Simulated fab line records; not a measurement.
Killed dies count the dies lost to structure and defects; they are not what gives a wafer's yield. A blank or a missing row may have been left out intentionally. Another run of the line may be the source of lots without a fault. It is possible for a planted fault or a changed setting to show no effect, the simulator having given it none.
A struck lot beside a sound one | flow n5Finfet | 31 out of 1938 route steps
Sound: wafers L339.2, L339.4, L339.6. Wafers struck: L332.2, L332.4, L332.5. The cause is given at the end.
Each step with rows lists, per side, the tool, then ch with its chambers, then its first start. Under that, the readings that differ: sound wafers | struck wafers | difference of the means | sigmas: that difference in standard deviations of wafers without a fault.
alike: readings with means less than 2 such deviations apart, plus words and numbers identical on both sides. not compared: withheld readings, readings lacking a value on some wafer, bounds such as >300 that could conceal the same value, and numbers that have no deviation in the record and whose values overlap.
The two part at a step that has a row with sigmas, a row that says differs or no value, or rows on one side only. Numbers that have no deviation but don't overlap get no sigmas and don't part them. A reading missing from all wafers of one side parts the sides only when that side holds two or more wafers.

N5_BEOL_M11_CD_MEAS_35: the cd target is 70 nm.
  sound on cdSem-03, day 16 13:56; struck on cdSem-03, day 14 20:16
reading   | sound          | struck         | difference | sigmas
cdNm (nm) | 70.9 71.1 70.2 | 68.7 68.5 70.8 | -1.4       | -2
N5_BEOL_M11_CURE_72: cures SiCOH lowk, time 120 s.
  sound on uvCure-01 ch 2, day 16 14:04; struck on uvCure-03 ch 1, day 14 20:22
  alike: lampPowerPct, wafer_temp_C_max
then, 1 step without rows for these wafers: N5_BEOL_M11_DEGAS_44 (time 60 s).
N5_BEOL_M11_PRE_CLEAN_45: time 30 s.
  sound on pvdSputter-02, day 16 14:43; struck on pvdSputter-02, day 14 22:01
  alike: heaterPowerW
then, 3 steps without rows for these wafers: N5_BEOL_M11_ALD_74 (deposits TaN, target thk 2 nm, pulse time 2 s, purge time 3 s); N5_BEOL_M11_SURFACE_TREAT_76; N5_BEOL_M11_CVD_75 (deposits Co from CCTBA/H2, target thk 2 nm, time 138.9 s).
N5_BEOL_M11_SPUTTER_48: material Cu, target thk 12 nm, time 2 s.
  sound on pvdSputter-03, day 16 15:22; struck on pvdSputter-03, day 14 22:41
  alike: throttleValvePct
then, 1 step without rows for these wafers: N5_BEOL_M11_ECD_50 (material Cu, target thk 318 nm).
N5_BEOL_M11_ANNEAL_51: time 90 s.
  sound on rtpAnneal-01 ch 0, day 16 15:44; struck on rtpAnneal-01 ch 0, day 14 23:15
  alike: wafer_temp_C_max
N5_BEOL_M11_CMP_52: polishes, stops on SiCOH lowk, t overpolish 7 s, target thk 140 nm.
  sound on cmp-02 ch 0,2, day 16 16:02; struck on cmp-03 ch 0,3, day 14 23:33
  alike: barrierFieldEndpointS, motorCurrentA, overpolishRunS, timeToEndpointS
N5_BEOL_M11_THK_MEAS_53: measures by xrf.
  sound on filmMetro-02, day 16 16:17; struck on filmMetro-02, day 14 23:51
  alike: M11_THK
N5_BEOL_M11_PRE_CLEAN_55: time 15 s.
  sound on pecvd-04 ch 0,2, day 16 16:20; struck on pecvd-02 ch 0,1,2, day 14 23:53
then, 1 step without rows for these wafers: N5_BEOL_M11_DEP_56 (deposits SiCN from 3MS/NH3, target thk 30 nm, time 10.5 s).
N5_BEOL_M11_RS_MEAS_57: uses a four-point probe to measure.
  sound on filmMetro-01, day 16 16:25; struck on filmMetro-02, day 14 23:58
  alike: M11_RS
N5_BEOL_M11_INSPECT_58: inspects for defects (darkfield).
  sound on defectInspect-02, day 16 16:26; struck on defectInspect-02, day 15 00:00
reading        | sound    | struck      | difference | sigmas
rawDefectCount | 82 96 78 | 852 940 914 | +817       | +34
then, 1 step without rows for these wafers: N5_BEOL_M12_ILD_DEP_00 (deposits SiOC from DEMS/O2, target thk 658.92 nm, time 130.7 s).
N5_BEOL_M12_THK_MEAS_01:
  sound on filmMetro-02, day 16 16:40; struck on filmMetro-02, day 15 00:10
  alike: M12_ILD_THK
then, 8 steps without rows for these wafers: N5_BEOL_M12_COAT_58 (time 60 s, resist thk 89 nm); N5_BEOL_M12_COAT_04 (resist thk 400 nm); N5_BEOL_M12_EBR_06; N5_BEOL_M12_SOFTBAKE_05 (time 60 s); N5_BEOL_M12_EXPOSE_07 (exposes mask V11); N5_BEOL_M12_PEB_08 (peb time 90 s); N5_BEOL_M12_DEVELOP_09 (develop time 45 s); N5_BEOL_M12_HARDBAKE_14 (time 120 s).
N5_BEOL_M12_CD_MEAS_10: the cd target is 140 nm.
  sound on cdSem-01 ch 0, day 16 16:59; struck on cdSem-01 ch 0, day 15 00:28
  alike: cdNm
N5_BEOL_M12_OVL_MEAS_11:
  sound on overlay-02 ch 0, day 16 17:01; struck on overlay-02 ch 0, day 15 00:30
reading      | sound     | struck | difference | sigmas
V11_OVL (nm) | -5 -10 -7 | 3 4 4  | +11        | +2
N5_BEOL_M12_INSPECT_12: inspects for defects (macro).
  sound on defectInspect-02, day 16 17:02; struck on defectInspect-01, day 15 00:31
reading        | sound | struck         | difference | sigmas
rawDefectCount | 4 3 0 | >300 >300 >300 | differs    | 
then, 1 step without rows for these wafers: N5_BEOL_M12_DESCUM_15 (chemistry O2, time 7.9 s).
N5_PASSIVATION_PROBE_49:
  sound on prober-01, day 18 14:50; struck on prober-01, day 16 13:34
reading                 | sound          | struck         | difference | sigmas
defectLimitedYield (%)  | 88.8 90.1 91.4 | 81.3 81.2 82.0 | -8.6       | -5
killed_at_M0_to_M3      | 59 40 55       | 28 18 18       | -30        | -3
killed_at_M4_up         | 9 8 11         | 157 158 153    | +147       | +28
killedDies              | 132 117 102    | 221 222 212    | +101       | +5
killedOpen              | 96 81 73       | 54 47 42       | -36        | -3
sort_bin_5_function (%) | 5.6 5.9 5.3    | 11.8 12.5 11.6 | +6.4       | +6
sort_bin_8_speed (%)    | 0 0 0          | 0 0 0.08       | +0         | +4
sortNPass               | 1048 1063 1078 | 959 958 968    | -101       | -5
sortYieldPct (%)        | 88.8 90.1 91.4 | 81.3 81.2 82.0 | -8.6       | -5
  alike: killedAtContacts, killedAtFrontEnd, killedAtOther, killedShort, sort_bin_6_memory

== WHERE THEY PART ==
Last at N5_PASSIVATION_PROBE_49 as far as this record goes, first at N5_BEOL_M11_CD_MEAS_35.

WHY: what the simulator had put in
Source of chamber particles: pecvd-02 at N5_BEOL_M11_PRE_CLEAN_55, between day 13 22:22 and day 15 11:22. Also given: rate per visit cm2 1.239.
